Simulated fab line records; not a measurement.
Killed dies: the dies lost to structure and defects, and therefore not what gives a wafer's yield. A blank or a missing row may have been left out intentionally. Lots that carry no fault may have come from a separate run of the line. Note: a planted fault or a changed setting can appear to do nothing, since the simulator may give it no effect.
Matching of chambers + flow nandHarc + NHARC_P_STI_CMP_21 on cmp-04: 4 sister chambers
The step polishes, t overpolish 20 s, target thk 380.67 nm. 8 wafers are shown with their chamber, then 7 later ones without.

== WAFERS WITH THEIR CHAMBER ==
| wafer  | chamber | motorCurrentA (A) | overpolishRunS (s) |
|--------|---------|-------------------|--------------------|
| L947.3 | 1       | 10.3              | 20.015             |
| L952.6 | 0       | 12.3              | 19.995             |
| L953.2 | 1       | 10.4              | 19.997             |
| L953.3 | 0       | 12.0              | 20.004             |
| L954.5 | 2       | 13.5              | 20.002             |
| L954.6 | 3       | 11.4              | 19.988             |
| L955.4 | 2       | 13.3              | 20.002             |
| L955.5 | 3       | 11.8              | 20.001             |

== WAFERS WITH NO CHAMBER GIVEN ==
| wafer  | motorCurrentA (A) | overpolishRunS (s) |
|--------|-------------------|--------------------|
| L955.6 | 13.0              | 20.006             |
| L956.1 | 12.3              | 20.006             |
| L956.2 | 12.8              | 19.994             |
| L956.5 | 9.9               | 19.987             |
| L957.4 | 12.2              | 19.995             |
| L957.5 | 12.7              | 19.996             |
| L957.6 | 9.7               | 20.019             |

== WHICH CHAMBER EACH WENT THROUGH ==
| wafer  | from the rows above     | in truth                   |
|--------|-------------------------|----------------------------|
| L955.6 | 2                       | 2                          |
| L956.1 | 0                       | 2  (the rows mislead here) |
| L956.2 | can't be placed: 2 or 0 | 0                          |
| L956.5 | 1                       | 1                          |
| L957.4 | 0                       | 0                          |
| L957.5 | can't be placed: 0 or 2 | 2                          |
| L957.6 | 1                       | 1                          |
Correct placement for 4 of the 7. Can't be placed from these rows: 2 (the true chamber is among the candidates in 2). 1 placed wrongly.
How it was worked out, from the rows above alone: a wafer's distance from a chamber is the root of the sum, over the readings, of the square of ((its reading less the chamber's mean) divided by the reading's scatter). The wafer belongs to the nearest chamber; if the next one is less than 2 further off, it can't be placed. For every chamber, the mean is computed from those of its wafers that are shown. The scatter is the square root of a quotient: the sum, over the shown wafers, of each reading's squared deviation from its chamber's mean, divided by wafers minus chambers.
